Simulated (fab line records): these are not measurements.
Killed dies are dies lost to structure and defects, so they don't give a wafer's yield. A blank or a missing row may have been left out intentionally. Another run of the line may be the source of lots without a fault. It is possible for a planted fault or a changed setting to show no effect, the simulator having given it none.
A single fault, viewed from 2 desks || flow n5Finfet || only its own numbers are on each desk; what lay behind them is given at the end

== THE TOOL OWNER'S DESK: pecvd-04 ==
The tool's own readings at N5_BEOL_M4_PECVD_72 (deposits SiO2 from TEOS/O2, target thk 16 nm, time 18 s): means of the sampled wafers that have a number, for each lot that ran on this tool. A lot is out of limits, marked OUT, if its mean lies more than 4 standard deviations from the usual mean; the brackets give that distance.
Columns: A = heaterPowerW at N5_BEOL_M4_PECVD_72, usual 724 W; B = showerheadPlenumPTorr at N5_BEOL_M4_PECVD_72, usual 8.79 Torr; C = showerheadVppV at N5_BEOL_M4_PECVD_72, usual 1348 V; D = throttleValvePct at N5_BEOL_M4_PECVD_72, usual 22.1 %
{"lot": "L982", "first seen here": "day 7 19:45", "A": 705, "B": 8.84, "C": 1355, "D": 21.8}
{"lot": "L983", "first seen here": "day 8 03:04", "A": 798, "B": 8.85, "C": 1387, "D": 21.2}
{"lot": "L992", "first seen here": "day 10 09:30", "A": 817, "B": 8.80, "C": 1426, "D": 21.0}
{"lot": "L993", "first seen here": "day 10 15:56", "A": 726, "B": 8.82, "C": 1344, "D": 20.9}
This desk found nothing out of limits on any of the 4 lots.

== AT THE METROLOGY DESK ==
What the gauges read, lot by lot, whatever tool the lot ran on: means of the sampled wafers that have a number. A lot is out of limits, marked OUT, if its mean lies more than 4 standard deviations from the usual mean; the brackets give that distance. 7 of its 11 readings are shown, namely those furthest out on some lot.
Columns: A = DIBL_N at N5_BEOL_M4_RC_MEAS_101, usual 36.3 mV/V; B = DIBL_P at N5_BEOL_M4_RC_MEAS_101, usual 36.2 mV/V; C = IOFF_P at N5_BEOL_M4_RC_MEAS_101, usual 0.211 nA/um; D = ION_N at N5_BEOL_M4_RC_MEAS_101, usual 676 uA/um; E = ION_P at N5_BEOL_M4_RC_MEAS_101, usual 463 uA/um; F = VT_N at N5_BEOL_M4_RC_MEAS_101, usual 249.3 mV; G = VT_P at N5_BEOL_M4_RC_MEAS_101, usual -250.1 mV
{"lot": "L982", "first seen here": "day 8 13:14", "A": 38.5, "B": 37.8, "C": 0.238, "D": 678, "E": 467, "F": 249.2, "G": -247.3}
{"lot": "L983", "first seen here": "day 8 17:49", "A": 35.3, "B": 35.6, "C": 0.199, "D": 674, "E": 460, "F": 249.8, "G": -250.3}
{"lot": "L992", "first seen here": "day 10 22:03", "A": 35.1, "B": 36.3, "C": 0.214, "D": 668, "E": 463, "F": 250.8, "G": -249.6}
{"lot": "L993", "first seen here": "day 11 06:01", "A": 37.0, "B": 37.0, "C": 0.186, "D": 672, "E": 453, "F": 250.2, "G": -253.4}
{"lot": "L995", "first seen here": "day 11 09:29", "A": 36.3, "B": 35.7, "C": 0.231, "D": 680, "E": 469, "F": 245.9, "G": -246.6}
{"lot": "L996", "first seen here": "day 11 20:28", "A": 37.7, "B": 36.9, "C": 0.265, "D": 687, "E": 473, "F": 246.4, "G": -245.0}
{"lot": "L997", "first seen here": "day 12 01:07", "A": 37.2, "B": 36.6, "C": 0.230, "D": 677, "E": 460, "F": 248.3, "G": -249.6}
{"lot": "L100", "first seen here": "day 12 11:34", "A": 34.8, "B": 33.8, "C": 0.179, "D": 672, "E": 458, "F": 249.1, "G": -253.0}
{"lot": "L103", "first seen here": "day 13 20:00", "A": 36.7, "B": 37.2, "C": 0.235, "D": 683, "E": 469, "F": 248.8, "G": -248.5}
{"lot": "L104", "first seen here": "day 14 00:50", "A": 36.3, "B": 36.0, "C": 0.210, "D": 669, "E": 459, "F": 251.5, "G": -250.1}
This desk found nothing out of limits on any of the 10 lots.

== TAKEN TOGETHER ==
The tool owner's desk saw nothing out of limits.
From the metrology desk's view, nothing was out of limits.

== WHAT THE SIMULATOR HAD PUT IN ==
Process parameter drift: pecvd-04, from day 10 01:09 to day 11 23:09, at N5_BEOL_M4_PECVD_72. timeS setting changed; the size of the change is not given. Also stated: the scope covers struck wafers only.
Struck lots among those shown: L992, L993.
